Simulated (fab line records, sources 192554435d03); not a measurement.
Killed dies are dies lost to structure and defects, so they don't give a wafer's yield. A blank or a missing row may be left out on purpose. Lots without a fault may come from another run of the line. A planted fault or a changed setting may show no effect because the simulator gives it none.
fab line records | flow n5_finfet
record lots=12 wafers=30 last_day=17
route steps=1938 shown BEOL_M11@1558 PASSIVATION@1936
lots that met no fault: from a run of the same line without faults
start_h: hours from the record's first day to the start of the lot's first wafer shown | wait_h: hours since the lot's step before | " the same as in the row above | L1.1+2: a row that stands for several wafers | - no value, or no start given | * or withheld: withheld | < > ~ a bound
route shown NAME@n: a module of which the file shows steps, and the number in the route of the first | usual: mean/standard deviation of fault-free wafers | same: alike in all rows | chamber/n: place in a boat | sites: the reading at each site | _std_site: their standard deviation | _edge_site: outer sites' mean less inner sites' | radius_mm: how far each site lies from the wafer's centre | mask NAME#n: copy n | behind: the tool/chamber that last shaped the wafer | hold: why the lot was held/for how many hours/how that ended | device: the transistor (n, p or np) that didn't switch | end of line: the same wafers' tests at the end of the route | a step without rows: its recipe alone | killed: dies lost to structure and defects at the first sort, not the wafer's yield | map: a wafer's dies, x killed, . not, _ none there
set.NAME: the setting as run; set.NAME@STEP: as run at that earlier step | model.NAME: the simulator's own value behind a step, which no gauge read
steps of the route over a sample of lots; a table a step, a row a wafer
services: from which hour (start_h, from the record's first day; less than 0 if before it) a tool's chamber was out of use, for how many hours, and why
## steps
# step N5_BEOL_M11_STRIP_19
# recipe chemistry=O2 power_w=400 temp_c=40 pressure_mtorr=30 rf_frequency_hz=6e+07 bias_power_w=0 overash_fraction=0.2 o2_flow_sccm=225
# usual chamber_pressure_mTorr=30.00/0.033 drypump_motor_current_A=5.5/0.33 oes_product_au=0.82/0.1 rf_vpp_V=3.6/0.6 showerhead_plenum_p_Torr=2.12/0.056 throttle_valve_pct=16.71/0.27
# columns lot.wafer tool chamber start_h wait_h chamber_pressure_mTorr drypump_motor_current_A oes_product_au rf_hours_counter_h rf_vpp_V showerhead_plenum_p_Torr throttle_valve_pct
L782.4 rie_diel-02 2 214.11 0.1 30.00 5.6 1.01 0 2.5 2.12 16.12
L782.6 " 3 " " 30.02 5.7 0.70 - 3.2 2.07 17.03
L781.1 rie_diel-06 1 222.06 0.1 29.93 6.0 0.69 226 3.1 2.18 17.07
L781.4 " 0 " " 30.01 5.3 0.74 169 4.0 2.21 16.75
L784.4 rie_diel-01 3 234.91 0.1 30.06 5.2 0.67 243 4.8 2.07 17.02
L784.5 " 0 " " 29.98 5.3 0.87 - 4.2 2.13 16.88
L784.6 " 3 " " 29.97 5.2 0.67 - 4.9 2.07 17.02
L783.2 rie_diel-06 1 235.08 0.1 29.99 6.0 0.69 231 3.3 2.17 17.06
L783.3 " 2 " " 29.97 5.1 0.84 77 3.9 2.15 16.75
L783.5 " 2 " " 29.96 5.0 0.85 - 4.2 2.15 16.75
L786.2 rie_diel-02 1 243.05 0.1 30.01 5.9 0.69 231 4.5 2.10 16.75
L786.3 " 2 " " 30.02 5.6 0.93 11 4.4 2.11 16.12
L786.6 " 1 " " 30.01 5.9 0.70 - 2.7 2.10 16.77
L796.3 rie_diel-02 0 319.60 0.1 30.00 5.8 0.82 87 3.9 2.13 16.71
L796.4 " 0 " " 30.00 5.8 0.81 - 3.8 2.13 16.72
L796.6 " 3 " " 30.00 5.7 0.94 - 4.1 2.06 16.63
L798.1 rie_diel-01 0 323.85 0.2 30.05 5.3 0.84 72 3.2 2.12 16.92
L798.2 " 1 " " 30.00 5.5 0.69 208 4.4 2.14 16.78
L798.6 " 1 " " 29.95 5.5 0.70 - 2.7 2.14 16.80
L797.4 rie_diel-02 0 324.00 0.1 30.02 5.9 0.82 - 3.5 2.13 16.74
L797.5 " 2 " " 30.07 5.6 0.91 - 3.6 2.10 16.17
L800.3 rie_diel-06 0 327.11 0.2 30.02 5.3 0.72 205 3.2 2.19 16.79
L800.4 " 3 " " 29.96 4.9 0.97 10 2.7 2.23 16.81
L799.1 rie_diel-02 0 331.70 0.1 29.97 5.8 0.81 91 3.7 2.13 16.74
L799.4 " 0 " " 29.98 5.8 0.81 - 3.4 2.13 16.73
L799.6 " 0 " " 29.98 5.8 0.82 - 3.9 2.13 16.72
L803.5 rie_diel-02 3 360.00 0.0 30.00 5.7 0.92 - 3.1 2.06 16.64
L803.6 " 0 " " 29.96 5.9 0.80 - 3.4 2.13 16.76
L804.2 rie_diel-01 2 373.28 0.2 30.02 5.9 0.96 17 3.5 2.03 16.61
L804.5 " 3 " " 29.99 5.2 0.90 - 3.6 2.06 16.67
# step N5_BEOL_M11_CD_MEAS_18
# recipe pitch_nm=140 target_cd_nm=70
# usual cd_nm=70.0/0.62
# columns lot.wafer tool chamber start_h wait_h cd_nm
L782.4 cd_sem-03 - 214.18 0.1 70.5
L782.6 " - " " 70.1
L781.1 cd_sem-01 - 222.13 0.0 69.8
L781.4 " - " " 70.9
L784.4 cd_sem-02 - 234.99 0.1 69.6
L784.5 " - " " 70.0
L784.6 " - " " 69.5
L783.2 cd_sem-03 - 235.15 0.1 68.8
L783.3 " - " " 70.7
L783.5 " - " " 69.6
L786.2 cd_sem-03 - 243.12 0.1 68.2
L786.3 " - " " 70.0
L786.6 " - " " 68.9
L796.3 cd_sem-01 - 319.67 0.1 69.0
L796.4 " - " " 70.2
L796.6 " - " " 70.5
L798.1 cd_sem-03 - 323.92 0.0 69.1
L798.2 " - " " 69.2
L798.6 " - " " 69.5
L797.4 cd_sem-03 - 324.07 0.1 70.6
L797.5 " - " " 70.6
L800.3 cd_sem-02 - 327.19 0.1 70.3
L800.4 " - " " 71.2
L799.1 cd_sem-02 - 331.79 0.1 71.0
L799.4 " - " " 69.1
L799.6 " - " " 70.9
L803.5 cd_sem-01 - 360.06 0.0 69.7
L803.6 " - " " 70.7
L804.2 cd_sem-01 - 373.35 0.1 69.3
L804.5 " - " " 70.4
# step N5_BEOL_M11_ETCH_66
# recipe chemistry=N2/H2 target=SOC target_depth_a=1200 overetch_a=240 mask_material=SiARC temp_c=40 time_s=180 ion_energy_ev=200 pressure_mtorr=30 source_w=840 bias_w=150 n2_flow_sccm=200 h2_flow_sccm=200
# usual chamber_pressure_mTorr=29.998/0.025 drypump_motor_current_A=5.5/0.35 oes_product_au=0.65/0.082 rf_vpp_V=524.8/1.9 showerhead_plenum_p_Torr=2.57/0.064 throttle_valve_pct=17.81/0.29
# columns lot.wafer tool chamber start_h wait_h chamber_pressure_mTorr drypump_motor_current_A oes_product_au rf_hours_counter_h rf_vpp_V showerhead_plenum_p_Torr throttle_valve_pct
L782.4 rie_diel-06 3 215.01 0.0 29.967 4.9 0.56 230 520.2 2.39 18.16
L782.6 " 1 " " 30.055 6.0 0.56 - 527.1 2.63 18.23
L781.1 rie_diel-01 2 224.02 0.0 30.002 5.9 0.58 222 522.6 2.51 18.30
L781.4 " 3 " " 29.976 5.2 0.56 238 522.4 2.51 18.07
L784.4 rie_diel-02 1 235.58 0.0 30.007 5.9 0.57 228 523.4 2.50 17.66
L784.5 " 2 " " 29.994 5.6 0.76 - 525.4 2.57 17.23
L784.6 " 3 " " 29.996 5.8 0.56 - 522.1 2.50 18.21
L783.2 rie_diel-02 2 238.30 0.0 29.999 5.7 0.77 10 526.3 2.57 17.23
L783.3 " 1 " " 30.020 5.9 0.57 229 523.3 2.50 17.67
L783.5 " 1 " " 29.947 5.9 0.57 - 522.5 2.50 17.66
L786.2 rie_diel-02 0 245.11 0.0 30.007 5.8 0.69 62 526.0 2.55 17.47
L786.3 " 1 " " 29.960 5.9 0.57 231 523.1 2.50 17.66
L786.6 " 0 " " 29.997 5.8 0.68 - 525.8 2.55 17.48
L796.3 rie_diel-06 0 322.16 0.0 30.016 5.3 0.57 203 526.3 2.64 17.96
L796.4 " 3 " " 29.978 4.9 0.77 8 528.5 2.69 17.77
L796.6 " 0 " " 30.022 5.4 0.57 - 526.8 2.64 17.94
L798.1 rie_diel-02 1 325.11 0.0 29.960 5.9 0.78 0 522.6 2.49 17.26
L798.2 " 0 " " 29.978 5.8 0.66 88 523.8 2.54 17.53
L798.6 " 0 " " 30.018 5.8 0.65 - 523.9 2.54 17.53
L797.4 rie_diel-01 2 325.56 0.0 29.942 5.9 0.80 1 522.4 2.50 17.94
L797.5 " 0 " " 29.993 5.3 0.66 - 525.5 2.55 17.89
L800.3 rie_diel-02 1 330.37 0.0 29.958 5.9 0.77 3 521.6 2.49 17.27
L800.4 " 2 " " 30.008 5.6 0.71 - 525.1 2.56 17.30
L799.1 rie_diel-06 0 332.45 0.0 30.020 5.3 0.57 207 527.7 2.64 17.97
L799.4 " 3 " " 30.023 4.9 0.76 12 529.2 2.69 17.80
L799.6 " 1 " " 30.003 6.0 0.76 - 526.3 2.61 17.82
L803.5 rie_diel-06 3 360.88 0.1 29.970 4.9 0.74 - 528.5 2.68 17.80
L803.6 " 2 " " 30.007 5.1 0.64 - 525.5 2.55 17.77
L804.2 rie_diel-06 0 373.95 0.0 29.972 5.3 0.56 219 526.4 2.63 18.01
L804.5 " 2 " " 29.961 5.0 0.64 - 523.2 2.55 17.78
# step N5_BEOL_M11_DEGAS_44
# recipe ambient=vacuum temp_c=250 time_s=60
# usual heater_power_w=329/26 susceptor_temp_C=249.99/0.17
# columns lot.wafer tool chamber start_h wait_h heater_power_w susceptor_temp_C
L782.4 pvd_sputter-01 - 216.27 0.3 312 250.26
L782.6 " - " " 306 249.58
L781.1 pvd_sputter-01 - 225.36 0.5 320 249.91
L781.4 " - " " 352 250.23
L784.4 pvd_sputter-01 - 236.56 0.2 360 249.83
L784.5 " - " " 313 249.95
L784.6 " - " " 353 250.00
L783.2 pvd_sputter-01 - 239.40 0.4 322 253.05
L783.3 " - " " 364 253.21
L783.5 " - " " 355 253.11
L786.2 pvd_sputter-01 - 246.12 0.3 310 253.02
L786.3 " - " " 359 252.96
L786.6 " - " " 315 253.26
L796.3 pvd_sputter-02 - 323.09 0.2 288 250.32
L796.4 " - " " 352 249.75
L796.6 " - " " 365 249.87
L798.1 pvd_sputter-03 - 326.07 0.3 342 250.22
L798.2 " - " " 337 249.97
L798.6 " - " " 327 249.86
L797.4 pvd_sputter-03 - 326.48 0.1 323 250.33
L797.5 " - " " 362 250.06
L800.3 pvd_sputter-01 - 331.37 0.2 316 249.91
L800.4 " - " " 347 249.87
L799.1 pvd_sputter-02 - 334.58 1.5 348 250.00
L799.4 " - " " 335 250.02
L799.6 " - " " 289 250.01
L803.5 pvd_sputter-02 - 362.01 0.3 340 249.75
L803.6 " - " " 287 249.94
L804.2 pvd_sputter-02 - 376.11 1.3 358 250.26
L804.5 " - " " 295 249.95
# step N5_PASSIVATION_PROBE_49
# usual defect_limited_yield=91.3/1.5 killed_at_M0_to_M3=33/12 killed_at_M4_up=15/5.2 killed_at_contacts=12/5.1 killed_at_front_end=39/11 killed_at_other=5/3.6 killed_dies=103/18 killed_on_rim=14/4.3 killed_open=67/13 killed_short=33/7.8 sort_bin_5_function=5.1/0.96 sort_bin_6_memory=3.2/0.71 sort_bin_8_speed=0.01/0.063 sort_n_pass=1077/18
# same gross_dies=1180 killed_at_back_side=0 sort_bin_4_leakage[%]=0
# columns lot.wafer tool chamber start_h wait_h defect_limited_yield[%] killed_at_M0_to_M3 killed_at_M4_up killed_at_contacts killed_at_front_end killed_at_other killed_dies killed_on_rim killed_open killed_short sort_bin_5_function[%] sort_bin_6_memory[%] sort_bin_8_speed[%] sort_n_pass
L782.4 prober-02 - 254.26 0.2 90.4 32 19 6 49 7 113 15 73 38 6.3 2.9 0 1067
L782.6 prober-02 - 254.36 0.3 88.9 51 18 14 45 3 131 18 93 38 6.1 4.9 0 1049
L781.1 prober-02 - 261.21 0.0 91.9 32 16 17 31 0 96 7 64 32 4.6 3.3 0 1084
L781.4 prober-02 - 261.36 0.2 88.2 47 10 14 63 5 139 14 84 47 6.9 3.8 0 1041
L784.4 prober-02 - 278.62 0.2 90.9 43 14 13 31 6 107 16 81 24 4.7 4.2 0 1073
L784.5 prober-02 - 278.67 0.2 90.3 43 13 14 39 5 114 17 72 32 4.5 4.2 0 1066
L784.6 prober-02 - 278.72 0.3 89.8 47 24 7 35 7 120 13 81 38 6.5 3.5 0 1060
L783.2 prober-01 - 278.74 0.1 92.8 12 17 20 35 1 85 10 54 23 4.1 2.3 0 1095
L783.3 prober-01 - 278.79 0.1 92.1 30 16 15 29 3 93 11 58 33 3.6 3.9 0 1087
L783.5 prober-01 - 278.89 0.2 92.3 28 15 18 26 4 91 17 69 20 3.4 4.1 0 1089
L786.2 prober-01 - 286.51 0.1 89.1 46 16 10 45 12 129 13 73 56 6.2 4.2 0 1051
L786.3 prober-01 - 286.56 0.1 89.3 50 12 17 43 4 126 18 98 28 5.7 4.6 0 1054
L786.6 prober-01 - 286.71 0.3 91.7 37 14 7 34 6 98 6 63 35 4.9 3.2 0 1082
L798.1 prober-01 - 365.18 0.0 92.6 29 12 10 25 11 87 11 53 33 4.7 2.5 0 1093
L798.2 prober-01 - 365.23 0.1 90.3 31 11 10 47 15 114 15 66 43 5.5 3.1 0 1066
L798.6 prober-01 - 365.43 0.3 90.9 29 12 11 46 9 107 11 60 47 6.6 2.1 0 1073
L796.3 prober-02 - 366.23 0.1 91.7 35 26 9 26 2 98 12 65 29 5.7 2.4 0 1082
L796.4 prober-02 - 366.28 0.2 92.6 54 8 7 13 5 87 13 55 31 4.6 2.5 0 1093
L796.6 prober-02 - 366.38 0.3 89.4 43 11 19 51 1 125 19 81 37 6.4 3.1 0 1055
L797.4 prober-02 - 378.26 0.2 94.3 21 15 6 22 3 67 8 43 20 3.4 1.9 0.17 1113
L797.5 prober-02 - 378.31 0.2 93.3 16 16 7 35 5 79 12 54 22 4.0 2.4 0 1101
L800.3 prober-01 - 379.27 0.1 91.0 30 19 14 40 3 106 12 78 28 5.7 3.1 0.68 1066
L800.4 prober-01 - 379.32 0.2 92.6 23 12 8 37 7 87 18 66 21 4.7 2.5 0 1093
L799.1 prober-01 - 383.32 0.1 92.3 33 13 8 35 2 91 15 57 28 4.3 2.6 0 1089
L799.4 prober-01 - 383.47 0.2 90.3 43 15 7 47 2 114 12 68 46 5.2 3.9 0 1066
L799.6 prober-01 - 383.57 0.3 92.1 35 20 5 32 1 93 12 65 27 4.9 2.8 0 1087
L803.5 prober-01 - 401.07 0.2 91.7 27 14 6 43 8 98 13 60 36 5.2 3.1 0 1082
L803.6 prober-01 - 401.12 0.3 88.9 46 10 18 47 10 131 13 87 38 6.5 4.2 0 1049
L804.2 prober-02 - 415.98 0.1 92.0 26 13 17 31 7 94 10 63 30 4.3 3.4 0 1086
L804.5 prober-02 - 416.13 0.2 88.8 53 14 18 46 1 132 14 97 34 6.9 3.8 0 1048
# killed by level:class
L782.4 FIN_SAQP:geometric_particle:open=19 FIN_SAQP:geometric_particle:short=18 BEOL_M5:geometric_particle:open=9 BEOL_M2:geometric_particle:open=7 BEOL_M3:geometric_particle:open=6 MOL_CONTACT_COAG:geometric_particle:open=5 BEOL_M1:geometric_particle:open=5 STI_FIN_REVEAL:geometric_particle:open=4
L782.6 FIN_SAQP:geometric_particle:open=14 BEOL_M0_SAQP:geometric_particle:open=14 BEOL_M2:geometric_particle:open=13 MOL_CONTACT_COAG:geometric_particle:open=10 BEOL_M3:geometric_particle:open=10 BEOL_M0_SAQP:geometric_particle:short=9 FIN_SAQP:geometric_particle:short=8 BEOL_M5:geometric_particle:open=8
L781.1 MOL_CONTACT_COAG:geometric_particle:open=14 BEOL_M2:geometric_particle:open=9 BEOL_M3:geometric_particle:open=8 FIN_SAQP:geometric_particle:open=6 DUMMY_GATE:geometric_particle:open=6 FIN_SAQP:geometric_particle:short=5 BEOL_M0_SAQP:geometric_particle:short=4 BEOL_M5:geometric_particle:open=4
L781.4 STI_FIN_REVEAL:geometric_particle:open=14 MOL_CONTACT_COAG:geometric_particle:open=11 BEOL_M2:geometric_particle:open=10 BEOL_M0_SAQP:geometric_particle:short=9 HKMG_FIN:area_etch=8 DUMMY_GATE:geometric_particle:open=7 BEOL_M3:geometric_particle:open=7 BEOL_M3:geometric_particle:short=7
L784.4 BEOL_M0_SAQP:geometric_particle:open=13 FIN_SAQP:geometric_particle:open=10 MOL_CONTACT_COAG:geometric_particle:open=9 BEOL_M4:geometric_particle:open=9 BEOL_M2:geometric_particle:open=7 BEOL_M3:geometric_particle:open=7 DUMMY_GATE:geometric_particle:open=6 BEOL_M0_SAQP:geometric_particle:short=6
L784.5 BEOL_M0_SAQP:geometric_particle:short=13 BEOL_M0_SAQP:geometric_particle:open=13 MOL_CONTACT_COAG:geometric_particle:open=10 HKMG_FIN:area_etch=8 DUMMY_GATE:geometric_particle:open=7 BEOL_M3:geometric_particle:open=7 STI_FIN_REVEAL:geometric_particle:open=6 BEOL_M0:geometric_particle:open=5
L784.6 BEOL_M0_SAQP:geometric_particle:open=14 BEOL_M4:geometric_particle:open=12 BEOL_M3:geometric_particle:open=9 BEOL_M4:geometric_particle:short=7 DUMMY_GATE:geometric_particle:open=6 MOL_CONTACT_COAG:geometric_particle:open=6 FIN_SAQP:geometric_particle:open=5 FIN_SAQP:geometric_particle:short=5
L783.2 MOL_CONTACT_COAG:geometric_particle:open=14 BEOL_M4:geometric_particle:open=8 HKMG_FIN:area_etch=8 STI_FIN_REVEAL:geometric_particle:open=6 MOL_CONTACT_COAG:geometric_particle:short=6 FIN_SAQP:geometric_particle:open=5 GATE_CUT:geometric_particle:open=5 BEOL_M0_SAQP:geometric_particle:short=4
L783.3 MOL_CONTACT_COAG:geometric_particle:open=11 BEOL_M0_SAQP:geometric_particle:open=7 FIN_SAQP:geometric_particle:open=6 FIN_SAQP:geometric_particle:short=6 BEOL_M0_SAQP:geometric_particle:short=6 BEOL_M4:geometric_particle:open=6 BEOL_M2:geometric_particle:open=5 BEOL_M3:geometric_particle:open=5
L783.5 MOL_CONTACT_COAG:geometric_particle:open=16 STI_FIN_REVEAL:geometric_particle:open=9 BEOL_M2:geometric_particle:open=9 BEOL_M3:geometric_particle:short=5 FIN_SAQP:geometric_particle:open=4 STI_FIN_REVEAL:geometric_particle:short=4 BEOL_M3:geometric_particle:open=4 BEOL_M4:geometric_particle:open=4
L786.2 BEOL_M0_SAQP:geometric_particle:short=14 GATE_CUT:geometric_particle:short=11 BEOL_M0_SAQP:geometric_particle:open=10 GATE_CUT:geometric_particle:open=9 MOL_CONTACT_COAG:geometric_particle:open=7 STI_FIN_REVEAL:geometric_particle:open=6 BEOL_M2:geometric_particle:open=6 BEOL_M3:geometric_particle:open=6
L786.3 MOL_CONTACT_COAG:geometric_particle:open=16 STI_FIN_REVEAL:geometric_particle:open=15 BEOL_M2:geometric_particle:open=15 BEOL_M1:geometric_particle:open=10 FIN_SAQP:geometric_particle:open=8 BEOL_M3:geometric_particle:open=6 BEOL_M0_SAQP:geometric_particle:open=5 STI_FIN_REVEAL:geometric_particle:short=4
L786.6 BEOL_M0_SAQP:geometric_particle:short=9 STI_FIN_REVEAL:geometric_particle:open=8 MOL_CONTACT_COAG:geometric_particle:open=7 FIN_SAQP:geometric_particle:open=6 BEOL_M1:geometric_particle:open=6 BEOL_M2:geometric_particle:open=6 BEOL_M3:geometric_particle:short=6 FIN_SAQP:geometric_particle:short=5
L798.1 MOL_CONTACT_COAG:geometric_particle:open=9 BEOL_M0_SAQP:geometric_particle:short=8 FIN_SAQP:geometric_particle:open=7 BEOL_M2:geometric_particle:open=7 BEOL_M3:geometric_particle:open=5 FIN_SAQP:geometric_particle:short=4 BEOL_M0_SAQP:geometric_particle:open=4 BEOL_M4:geometric_particle:open=4
L798.2 BEOL_M2:geometric_particle:open=11 FIN_SAQP:geometric_particle:short=8 FIN_SAQP:geometric_particle:open=7 MOL_CONTACT_COAG:geometric_particle:open=7 DUMMY_GATE:geometric_particle:open=6 GATE_CUT:geometric_particle:short=6 STARTING-WAFER:geometric_particle:short=6 BEOL_M3:geometric_particle:open=6
L798.6 FIN_SAQP:geometric_particle:short=21 BEOL_M3:geometric_particle:open=9 MOL_CONTACT_COAG:geometric_particle:open=8 BEOL_M2:geometric_particle:open=7 FIN_SAQP:geometric_particle:open=6 DUMMY_GATE:geometric_particle:open=6 STARTING-WAFER:geometric_particle:open=5 BEOL_M2:geometric_particle:short=4
L796.3 BEOL_M2:geometric_particle:open=10 BEOL_M3:geometric_particle:open=10 STI_FIN_REVEAL:geometric_particle:open=9 MOL_CONTACT_COAG:geometric_particle:open=8 GATE_CUT:geometric_particle:short=5 BEOL_M1:geometric_particle:open=5 BEOL_M4:geometric_particle:short=5 STI_FIN_REVEAL:geometric_particle:short=4
L796.4 BEOL_M3:geometric_particle:open=16 BEOL_M0_SAQP:geometric_particle:open=12 BEOL_M0_SAQP:geometric_particle:short=9 STI_FIN_REVEAL:geometric_particle:open=6 BEOL_M3:geometric_particle:short=5 MOL_CONTACT_COAG:geometric_particle:open=4 BEOL_M1:geometric_particle:short=4 MOL_CONTACT_COAG:geometric_particle:short=3
L796.6 STI_FIN_REVEAL:geometric_particle:open=22 BEOL_M3:geometric_particle:open=16 MOL_CONTACT_COAG:geometric_particle:open=15 BEOL_M3:geometric_particle:short=8 BEOL_M0_SAQP:geometric_particle:open=6 HKMG_FIN:area_etch=6 BEOL_M0_SAQP:geometric_particle:short=5 FIN_SAQP:geometric_particle:short=4
L797.4 STI_FIN_REVEAL:geometric_particle:open=5 MOL_CONTACT_COAG:geometric_particle:open=5 BEOL_M1:geometric_particle:open=5 GATE_CUT:geometric_particle:open=4 BEOL_M0_SAQP:geometric_particle:open=4 BEOL_M0_SAQP:geometric_particle:short=4 GATE_CUT:geometric_particle:short=3 BEOL_M1:geometric_particle:short=3
L797.5 GATE_CUT:geometric_particle:open=9 FIN_SAQP:geometric_particle:open=6 GATE_CUT:geometric_particle:short=6 STI_FIN_REVEAL:geometric_particle:open=5 MOL_CONTACT_COAG:geometric_particle:open=5 BEOL_M3:geometric_particle:open=5 BEOL_M4:geometric_particle:open=4 BEOL_M7:geometric_particle:open=4
L800.3 BEOL_M2:geometric_particle:open=12 FIN_SAQP:geometric_particle:open=11 STI_FIN_REVEAL:geometric_particle:open=9 MOL_CONTACT_COAG:geometric_particle:open=9 BEOL_M4:geometric_particle:open=7 BEOL_M0_SAQP:geometric_particle:short=6 DUMMY_GATE:geometric_particle:open=5 MOL_CONTACT_COAG:geometric_particle:short=5
L800.4 STI_FIN_REVEAL:geometric_particle:open=10 MOL_CONTACT_COAG:geometric_particle:open=8 GATE_CUT:geometric_particle:open=7 BEOL_M0_SAQP:geometric_particle:short=6 FIN_SAQP:geometric_particle:open=5 BEOL_M1:geometric_particle:open=5 BEOL_M2:geometric_particle:open=5 BEOL_M0_SAQP:geometric_particle:open=4
L799.1 STI_FIN_REVEAL:geometric_particle:open=10 BEOL_M0_SAQP:geometric_particle:short=8 MOL_CONTACT_COAG:geometric_particle:open=6 BEOL_M0_SAQP:geometric_particle:open=5 BEOL_M3:geometric_particle:open=5 BEOL_M2:geometric_particle:open=5 FIN_SAQP:geometric_particle:short=4 BEOL_M0:geometric_particle:open=4
L799.4 FIN_SAQP:geometric_particle:open=15 FIN_SAQP:geometric_particle:short=12 BEOL_M0_SAQP:geometric_particle:open=10 BEOL_M0_SAQP:geometric_particle:short=9 BEOL_M5:geometric_particle:open=8 BEOL_M3:geometric_particle:open=8 STI_FIN_REVEAL:geometric_particle:open=6 MOL_CONTACT_COAG:geometric_particle:short=5
L799.6 BEOL_M0_SAQP:geometric_particle:open=10 BEOL_M3:geometric_particle:open=10 FIN_SAQP:geometric_particle:open=9 FIN_SAQP:geometric_particle:short=9 BEOL_M4:geometric_particle:open=7 BEOL_M0_SAQP:geometric_particle:short=5 BEOL_M5:geometric_particle:open=5 STI_FIN_REVEAL:geometric_particle:open=4
L803.5 STI_FIN_REVEAL:geometric_particle:open=10 FIN_SAQP:geometric_particle:short=8 BEOL_M0_SAQP:geometric_particle:open=7 MOL_CONTACT_COAG:geometric_particle:open=6 BEOL_M3:geometric_particle:open=6 FIN_SAQP:geometric_particle:open=5 BEOL_M2:geometric_particle:open=5 STARTING-WAFER:geometric_particle:short=5
L803.6 BEOL_M2:geometric_particle:open=14 MOL_CONTACT_COAG:geometric_particle:open=13 STI_FIN_REVEAL:geometric_particle:open=11 BEOL_M1:geometric_particle:open=7 FIN_SAQP:geometric_particle:open=6 ILD0:geometric_particle:short=6 BEOL_M0_SAQP:geometric_particle:short=6 BEOL_M3:geometric_particle:open=6
L804.2 MOL_CONTACT_COAG:geometric_particle:open=15 FIN_SAQP:geometric_particle:short=9 FIN_SAQP:geometric_particle:open=8 STARTING-WAFER:geometric_particle:short=5 BEOL_M0_SAQP:geometric_particle:open=5 BEOL_M3:geometric_particle:open=5 BEOL_M0_SAQP:geometric_particle:short=4 BEOL_M1:geometric_particle:open=4
L804.5 BEOL_M0_SAQP:geometric_particle:open=21 FIN_SAQP:geometric_particle:open=18 MOL_CONTACT_COAG:geometric_particle:open=16 BEOL_M3:geometric_particle:open=12 BEOL_M0_SAQP:geometric_particle:short=8 FIN_SAQP:geometric_particle:short=6 STI_FIN_REVEAL:geometric_particle:open=6 DUMMY_GATE:geometric_particle:open=4
## services
# columns tool chamber start_h hours kind
rie_diel-02 2 196.07 - clean
rie_diel-02 2 196.07 - consumable_replace:focus_ring
rie_diel-01 2 220.13 3.2 repair
rie_diel-02 3 236.85 - clean
rie_diel-02 3 236.85 - consumable_replace:focus_ring
rie_diel-02 3 236.85 19.3 scheduled_down
rie_diel-02 3 236.85 19.3 vent_cycle
rie_diel-02 3 266.56 10.3 repair
rie_diel-06 3 276.06 - clean
rie_diel-06 3 276.06 - consumable_replace:focus_ring
rie_diel-06 3 276.06 - consumable_replace:showerhead
rie_diel-06 1 301.49 - clean
rie_diel-06 1 301.49 - consumable_replace:focus_ring
pvd_sputter-01 - 301.73 2.1 repair
rie_diel-02 1 304.80 - clean
rie_diel-02 1 304.80 - consumable_replace:focus_ring
rie_diel-02 1 304.80 19.5 scheduled_down
rie_diel-02 1 304.80 19.5 vent_cycle
pvd_sputter-01 - 310.66 1.0 repair
rie_diel-02 3 320.24 22.2 repair
pvd_sputter-01 - 328.15 1.8 repair
rie_diel-01 0 350.91 2.9 repair
rie_diel-06 2 352.76 1.7 repair
rie_diel-02 1 356.52 10.3 repair
## key
first_sign step=N5_BEOL_M11_DEGAS_44 reading=susceptor_temp_C direction=up sigmas=18 usual=* struck=*
effect none on later readings
met_at N5_BEOL_M11_DEGAS_44
struck_lots L783,L786
not_acting_at N5_BEOL_M11_STRIP_19,N5_BEOL_M11_CD_MEAS_18,N5_BEOL_M11_ETCH_66
onset_between 236.56 239.40
fault kind=process_parameter_drift tool=pvd_sputter-01 chamber=- onset_h=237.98 steps=N5_BEOL_M11_DEGAS_44 channel=temp_c offset=* shape=step end_h=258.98 acts_in=* stated=*
